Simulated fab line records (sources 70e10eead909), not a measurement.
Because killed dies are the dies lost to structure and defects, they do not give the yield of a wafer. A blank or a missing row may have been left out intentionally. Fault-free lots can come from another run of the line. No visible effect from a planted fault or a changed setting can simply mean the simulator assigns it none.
Struck lot and sound lot, side by side | flow nandHarc | 43 out of 1159 route steps
Sound: wafers L378.2, L378.4, L378.6. Wafers struck: L390.1, L390.4, L390.5. The cause is named last.
Per side, at each step with rows, come the tool, then ch with its chambers, and then its first start. Under that, the readings that differ: sound wafers | struck wafers | difference of the means | sigmas: that difference in standard deviations of wafers without a fault.
alike: readings with means less than 2 such deviations apart, plus words and numbers identical on both sides. not compared: withheld readings, readings lacking a value on some wafer, bounds such as >300 that could conceal the same value, and numbers that have no deviation in the record and whose values overlap.
Wherever a step has rows on one side only, a row that says differs or no value, or a row with sigmas, the two part there. Numbers that have no deviation but don't overlap get no sigmas and don't part them. A reading missing from all wafers of one side parts the sides only when that side holds two or more wafers.

first, 2 steps without rows for these wafers: NHARC_P_STI_SRD_39; NHARC_P_STI_OXIDE_40 (material SiO2, target thk 10 nm, ox time 1362 s).
NHARC_P_STI_INSPECT_25:
  sound on defectInspect-02 at day 5 11:38; struck on defectInspect-02 at day 8 08:02
  alike: rawDefectCount
then, 9 steps without rows for these wafers: NHARC_P_GATE_ETCH_69 (etches SiO2 in dHF, target depth 14 nm); NHARC_P_GATE_PRECLEAN_70 (cleans in SC1); NHARC_P_GATE_SRD_01; NHARC_P_GATE_OXIDE_02 (material SiO2, target thk 37.5 nm, ox time 365 s); NHARC_P_GATE_DEHYDRATE_03 (time 120 s); NHARC_P_GATE_HMDS_04 (time 30 s); NHARC_P_GATE_COAT_05; NHARC_P_GATE_SOFTBAKE_06 (time 95 s); NHARC_P_GATE_EBR_07.
NHARC_P_GATE_EXPOSE_08: exposes mask P HV.
  sound on krfScanner-02 ch 0, day 5 19:37; struck on krfScanner-02, day 8 15:49
  no value came back on the struck wafers for exposureDoseMJCm2, focusOffsetNm (nm); on the sound wafers exposureDoseMJCm2 reads 16.749 16.777 16.746
  alike: mask
then, 2 steps without rows for these wafers: NHARC_P_GATE_PEB_09 (peb time 85 s); NHARC_P_GATE_DEVELOP_10 (time 70 s).
NHARC_P_GATE_CD_MEAS_11: the cd target is 1640 nm.
  sound on cdSem-01 ch 0, day 5 19:46; struck on cdSem-03 ch 0, day 8 15:58
reading   | sound                | struck | difference                    | sigmas
cdNm (nm) | 1638.8 1640.2 1640.3 | - - -  | no value on the struck wafers | 
then, 1 step without rows for these wafers: NHARC_P_GATE_HARDBAKE_12 (time 80 s).
NHARC_P_GATE_DESCUM_13: chemistry O2, time 3 s.
  sound on rieDiel-01 ch 1,3, day 5 19:56; struck on rieDiel-12 ch 0,1,3, day 8 16:10
  alike: chamberPressureMTorr, drypumpMotorCurrentA, oesProductAu, rfVppV, showerheadPlenumPTorr, throttleValvePct
  not compared: rfHoursCounterH
then, 7 steps without rows for these wafers: NHARC_P_GATE_ETCH_14 (etches SiO2 in dHF, target depth 48.8 nm); NHARC_P_GATE_STRIP_15 (strips in SPM, time 780 s); NHARC_P_GATE_PRECLEAN_71 (cleans in SC1); NHARC_P_GATE_SRD_72; NHARC_P_GATE_OXIDE_16 (material SiO2, target thk 3 nm, ox time 392 s); NHARC_P_GATE_CVD_17 (deposits poly-Si, target thk 150 nm, time 900 s); NHARC_P_GATE_HM_DEP_102 (deposits aC, target thk 120 nm).
NHARC_P_GATE_DEP_103: deposits SiON, target thk 30 nm.
  sound on pecvd-02 ch 0,1, day 6 10:15; struck on pecvd-02 ch 0,1,2, day 9 06:32
  alike: heaterPowerW
then, 8 steps without rows for these wafers: NHARC_P_GATE_DEHYDRATE_18 (time 120 s); NHARC_P_GATE_HMDS_19 (time 30 s); NHARC_P_GATE_COAT_20 (resist thk 90 nm); NHARC_P_GATE_SOFTBAKE_21 (time 55 s); NHARC_P_GATE_EBR_22; NHARC_P_GATE_EXPOSE_23 (exposes mask P GATE, target cd 120 nm); NHARC_P_GATE_PEB_24 (peb time 65 s); NHARC_P_GATE_DEVELOP_25 (develop time 35 s).
NHARC_P_GATE_CD_MEAS_26: the cd target is 120 nm.
  sound on cdSem-03 ch 0, day 6 10:52; struck on cdSem-03 ch 0, day 9 07:10
  alike: cdNm
NHARC_P_GATE_OVL_MEAS_27:
  sound on overlay-01 at day 6 10:58; struck on overlay-02 at day 9 07:15
  alike: overlayXNm, overlayYNm
NHARC_P_GATE_INSPECT_28:
  sound on defectInspect-02 at day 6 11:00; struck on defectInspect-01 at day 9 07:17
reading        | sound | struck         | difference | sigmas
rawDefectCount | 9 4 8 | 1166 1127 1064 | +1112      | +99 or more
NHARC_P_GATE_DESCUM_31: chemistry O2, time 3 s.
  sound on rieDiel-01 ch 1,2,3, day 6 11:05; struck on rieDiel-02 ch 2,3, day 9 07:21
  alike: chamberPressureMTorr, drypumpMotorCurrentA, oesProductAu, rfVppV, showerheadPlenumPTorr, throttleValvePct
  not compared: rfHoursCounterH
then, 1 step without rows for these wafers: NHARC_P_GATE_ETCH_104 (etches the open film in CF4/CHF3, target depth 60 nm).
NHARC_P_GATE_HM_OPEN_105: chemistry O2/COS, target depth 360 nm.
  sound on rieDiel-01 ch 0,1,2; struck on rieDiel-02 ch 0,1
  alike: chamberPressureMTorr, drypumpMotorCurrentA, oesProductAu, rfVppV, showerheadPlenumPTorr, throttleValvePct
  not compared: rfHoursCounterH
then, 1 step without rows for these wafers: NHARC_P_GATE_STRIP_106 (strips in O2/COS).
NHARC_P_GATE_ETCH_114: etches the open film in CF4/O2, target depth 30 nm, overetch 3 nm, time 16.5 s.
  sound on rieDiel-01 ch 0,1,3; struck on rieDiel-02 ch 0,1,2
  alike: chamberPressureMTorr, drypumpMotorCurrentA, oes_f_703_au, oesProductAu, rfVppV, showerheadPlenumPTorr, throttleValvePct
  not compared: rfHoursCounterH
NHARC_P_GATE_INSPECT_68:
  sound on defectInspect-02 at day 7 05:40; struck on defectInspect-01 at day 10 01:37
reading        | sound       | struck         | difference | sigmas
rawDefectCount | 100 146 213 | 1332 1205 1480 | +1186      | +15

WHERE THEY PART
Earliest at NHARC_P_GATE_EXPOSE_08; latest, in this record, at NHARC_P_GATE_INSPECT_68.

WHY: what had been put in by the simulator
Beginning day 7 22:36, the whole step at NHARC_P_GATE_EXPOSE_08 was skipped on krfScanner-02. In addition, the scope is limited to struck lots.
